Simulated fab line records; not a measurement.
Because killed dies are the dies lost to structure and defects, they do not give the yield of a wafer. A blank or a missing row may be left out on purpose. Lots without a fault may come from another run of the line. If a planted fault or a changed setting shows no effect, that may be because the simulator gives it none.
Which tool is to blame? / flow n5-finfet / 11 lots, 29 wafers sampled, at 5 steps of a route of 1938

WHAT EACH GAUGE READ, for each wafer
N5_BEOL_M4_INSPECT_59: inspects for defects (darkfield).
lot=L509; measured=day 8 12:27; on=defect-inspect-01; raw-defect-count=41 48
lot=L510; measured=day 8 18:02; on=defect-inspect-01; raw-defect-count=51 71
lot=L512; measured=day 9 05:53; on=defect-inspect-01; raw-defect-count=75 61
lot=L513; measured=day 9 09:35; on=defect-inspect-01; raw-defect-count=55 45
lot=L515; measured=day 10 03:10; on=defect-inspect-01; raw-defect-count=72 94 78
lot=L516; measured=day 10 03:43; on=defect-inspect-02; raw-defect-count=75 94 106
lot=L521; measured=day 11 05:13; on=defect-inspect-02; raw-defect-count=1165 1072 1144
lot=L522; measured=day 12 03:29; on=defect-inspect-01; raw-defect-count=1099 1130 1099
lot=L529; measured=day 13 04:10; on=defect-inspect-02; raw-defect-count=59 59 77
lot=L531; measured=day 13 09:16; on=defect-inspect-01; raw-defect-count=80 63 102
lot=L532; measured=day 14 06:26; on=defect-inspect-01; raw-defect-count=50 58 44

TOOL THAT RAN EACH LOT (tool first, then ch and the chambers of the sampled wafers, then the start)
lot=L509; N5_BEOL_M4_ANNEAL_87=pvd-sputter-01, day 8 10:22; N5_BEOL_M4_SPUTTER_88=pvd-sputter-01, day 8 10:30; N5_BEOL_M4_SPUTTER_90=pvd-sputter-01, day 8 10:43; N5_BEOL_M4_PRE_CLEAN_60=cvd-co-01 ch 0,1, day 8 12:12
lot=L510; N5_BEOL_M4_ANNEAL_87=pvd-sputter-02, day 8 15:56; N5_BEOL_M4_SPUTTER_88=pvd-sputter-02, day 8 16:05; N5_BEOL_M4_SPUTTER_90=pvd-sputter-02, day 8 16:18; N5_BEOL_M4_PRE_CLEAN_60=cvd-co-02 ch 0,1, day 8 17:47
lot=L512; N5_BEOL_M4_ANNEAL_87=pvd-sputter-03, day 9 03:48; N5_BEOL_M4_SPUTTER_88=pvd-sputter-03, day 9 03:56; N5_BEOL_M4_SPUTTER_90=pvd-sputter-03, day 9 04:10; N5_BEOL_M4_PRE_CLEAN_60=cvd-co-01 ch 0,2, day 9 05:38
lot=L513; N5_BEOL_M4_ANNEAL_87=pvd-sputter-02, day 9 07:19; N5_BEOL_M4_SPUTTER_88=pvd-sputter-02, day 9 07:28; N5_BEOL_M4_SPUTTER_90=pvd-sputter-02, day 9 07:41; N5_BEOL_M4_PRE_CLEAN_60=cvd-co-01 ch 0,2, day 9 09:20
lot=L515; N5_BEOL_M4_ANNEAL_87=pvd-sputter-02, day 10 01:04; N5_BEOL_M4_SPUTTER_88=pvd-sputter-02, day 10 01:13; N5_BEOL_M4_SPUTTER_90=pvd-sputter-02, day 10 01:26; N5_BEOL_M4_PRE_CLEAN_60=cvd-co-02 ch 0,2, day 10 02:55
lot=L516; N5_BEOL_M4_ANNEAL_87=pvd-sputter-01, day 10 01:37; N5_BEOL_M4_SPUTTER_88=pvd-sputter-01, day 10 01:46; N5_BEOL_M4_SPUTTER_90=pvd-sputter-01, day 10 01:59; N5_BEOL_M4_PRE_CLEAN_60=cvd-co-02 ch 1,2, day 10 03:28
lot=L521; N5_BEOL_M4_ANNEAL_87=pvd-sputter-02, day 11 03:04; N5_BEOL_M4_SPUTTER_88=pvd-sputter-02, day 11 03:12; N5_BEOL_M4_SPUTTER_90=pvd-sputter-02, day 11 03:25; N5_BEOL_M4_PRE_CLEAN_60=cvd-co-01 ch 0,1,2, day 11 04:56
lot=L522; N5_BEOL_M4_ANNEAL_87=pvd-sputter-01, day 12 00:41; N5_BEOL_M4_SPUTTER_88=pvd-sputter-01, day 12 00:49; N5_BEOL_M4_SPUTTER_90=pvd-sputter-01, day 12 01:02; N5_BEOL_M4_PRE_CLEAN_60=cvd-co-01 ch 0,1, day 12 03:14
lot=L529; N5_BEOL_M4_ANNEAL_87=pvd-sputter-02, day 13 02:04; N5_BEOL_M4_SPUTTER_88=pvd-sputter-02, day 13 02:13; N5_BEOL_M4_SPUTTER_90=pvd-sputter-02, day 13 02:26; N5_BEOL_M4_PRE_CLEAN_60=cvd-co-02 ch 0,2, day 13 03:55
lot=L531; N5_BEOL_M4_ANNEAL_87=pvd-sputter-01, day 13 06:55; N5_BEOL_M4_SPUTTER_88=pvd-sputter-01, day 13 07:04; N5_BEOL_M4_SPUTTER_90=pvd-sputter-01, day 13 07:17; N5_BEOL_M4_PRE_CLEAN_60=cvd-co-02 ch 0,1,2, day 13 09:01
lot=L532; N5_BEOL_M4_ANNEAL_87=pvd-sputter-03, day 14 04:20; N5_BEOL_M4_SPUTTER_88=pvd-sputter-03, day 14 04:28; N5_BEOL_M4_SPUTTER_90=pvd-sputter-03, day 14 04:41; N5_BEOL_M4_PRE_CLEAN_60=cvd-co-02 ch 0,2, day 14 06:11
- N5_BEOL_M4_ANNEAL_87: time 240 s.
- N5_BEOL_M4_SPUTTER_88: material Cu, target thk 4.5 nm, time 8.29 s.
- N5_BEOL_M4_SPUTTER_90: material Cu, target thk 4.5 nm, time 8.29 s.
- N5_BEOL_M4_PRE_CLEAN_60: time 15 s.

THE ANSWER, worked out from the rows above alone
Rule: what is usual is taken from the lots themselves. The widest of any qualifying gaps counts: lots, ordered by their means at a reading, are off when they make up no more than a third of the lots, leave a main group of 4 or more, and stand apart from it by 3 or more times the standard deviation of that group's means. The tables above print the reading to a certain number of digits; a main group whose means all agree to those digits is not used. Also off: a lot with no number at a reading for which 4 or more lots have one. Where the step has rows for the other lots, those lots are counted as sound.
Off, at N5_BEOL_M4_INSPECT_59 on raw-defect-count: L521, L522. Main group: mean 66, sd 15.
A tool fits if, at a process step before that reading, it ran every lot that is off, and no sound lot after the first of them. Gauges at N5_BEOL_M4_INSPECT_59: tried the same way as those tools. One fits: cvd-co-01 at N5_BEOL_M4_PRE_CLEAN_60. A fault onset in the window from L513 (day 9 09:20, its last sound lot) to L521 (day 11 04:56, its first lot off) fits.

WHAT THE SIMULATOR HAD INSERTED
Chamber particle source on cvd-co-01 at N5_BEOL_M4_PRE_CLEAN_60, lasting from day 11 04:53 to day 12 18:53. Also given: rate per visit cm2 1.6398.
Shown lots that were struck: L521, L522. The rule given above showed the same thing.
